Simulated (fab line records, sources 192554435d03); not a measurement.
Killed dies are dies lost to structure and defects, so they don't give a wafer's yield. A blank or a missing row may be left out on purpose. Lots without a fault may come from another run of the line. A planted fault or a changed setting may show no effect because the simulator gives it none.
Problem report in the 8D (eight disciplines) form, filled by code | flow n5_finfet | the parts of the form that need people (team, actions taken, sign-off) are left out

1. THE PROBLEM
rf_fwd_power_W at N5_BEOL_M0_CUTY_ETCH_63 reads a mean of 1038.5 W on 6 wafers of 2 lots; wafers without a fault read 836.8 W with a standard deviation of 2.8. That is +72 standard deviations from the usual mean.
The step: etches SOC in N2/H2, target depth 82.7 nm, overetch 16.5 nm, time 124 s.
First seen on wafer L175.1, day 10 20:08, on rie_diel-06. The record holds 18 wafers of 6 lots with a number at this step. Rule for "out", or "out of limits": more than 4 standard deviations from the usual mean. The other wafers with a number count as sound.

2. WHAT IT IS AND WHAT IT IS NOT
question                    | is                       | is not
which readings at this step | rf_fwd_power_W, rf_vpp_V | drypump_motor_current_A, showerhead_plenum_p_Torr, throttle_valve_pct
which lots                  | L175, L176               | L159, L163, L165, L177
which wafers of those lots  | all that have a number   | -
read on which tools         | rie_diel-06              | rie_diel-01, rie_diel-05
when                        | from day 10 20:08        | up to then (9 sound wafers); but 3 sound wafers of L177 came after

3. SUSPECTS, AND WHAT RULES EACH OUT
Counting: a tool at a process step up to the reading stays a suspect if it ran every lot that is out and no sound lot after the first of them.
- rie_diel-06 at N5_BEOL_M0_CUTY_DESCUM_61 (chemistry O2, time 7.9 s): kept. It ran every lot that is out, first L175 (day 10 20:02), and no sound lot after that; its last sound lot up to then is L159 (day 6 17:53).
- rie_diel-06 at N5_BEOL_M0_CUTY_ETCH_62 (etches SiARC in CF4, time 58.5 s): kept. It ran every lot that is out, first L175 (day 10 20:05), and no sound lot after that; its last sound lot up to then is L159 (day 6 17:55).
- rie_diel-06 at N5_BEOL_M0_CUTY_ETCH_63 (etches SOC in N2/H2, target depth 82.7 nm, overetch 16.5 nm, time 124 s): kept. It ran every lot that is out, first L175 (day 10 20:08), and no sound lot after that; its last sound lot up to then is L159 (day 6 17:58). Its own readings are out on those wafers: rf_fwd_power_W, rf_vpp_V.
Left after counting: rie_diel-06 at N5_BEOL_M0_CUTY_DESCUM_61, rie_diel-06 at N5_BEOL_M0_CUTY_ETCH_62, rie_diel-06 at N5_BEOL_M0_CUTY_ETCH_63.

4. THE CAUSE (what the simulator had put in)
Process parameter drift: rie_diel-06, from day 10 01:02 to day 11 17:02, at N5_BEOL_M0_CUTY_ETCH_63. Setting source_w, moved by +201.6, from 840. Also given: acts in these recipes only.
Counting left 3 suspects, and this tool is among them.

5. THE CHAIN OF EFFECTS, in route order
Each row: a reading whose mean over the struck wafers that have a number lies more than 3 standard deviations from the usual. Only readings for which the record gives a usual standard deviation are gone through. hours: the time from each lot's start at the first step in this table that gives one to its start at this step, as a median over the lots. sigmas: the change in usual standard deviations.
hours | step                    | reading        | usual   | on struck wafers | change | sigmas
0     | N5_BEOL_M0_CUTY_ETCH_63 | rf_fwd_power_W | 836.8 W | 1038.5           | +201.7 | +72
0     | N5_BEOL_M0_CUTY_ETCH_63 | rf_vpp_V       | 523.2 V | 488.3            | -34.9  | -15
The process steps in it:
- N5_BEOL_M0_CUTY_ETCH_63: etches SOC in N2/H2, target depth 82.7 nm, overetch 16.5 nm, time 124 s.
Later measuring or inspecting steps at which every struck wafer that the step has a row for has a number for every such reading, and none has moved that far: N5_BEOL_M4_RC_MEAS_101.

6. WHAT WOULD HAVE CAUGHT IT SOONER
In this record the first reading out of limits was taken at day 10 20:08, 19 hours after the fault began at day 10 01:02.
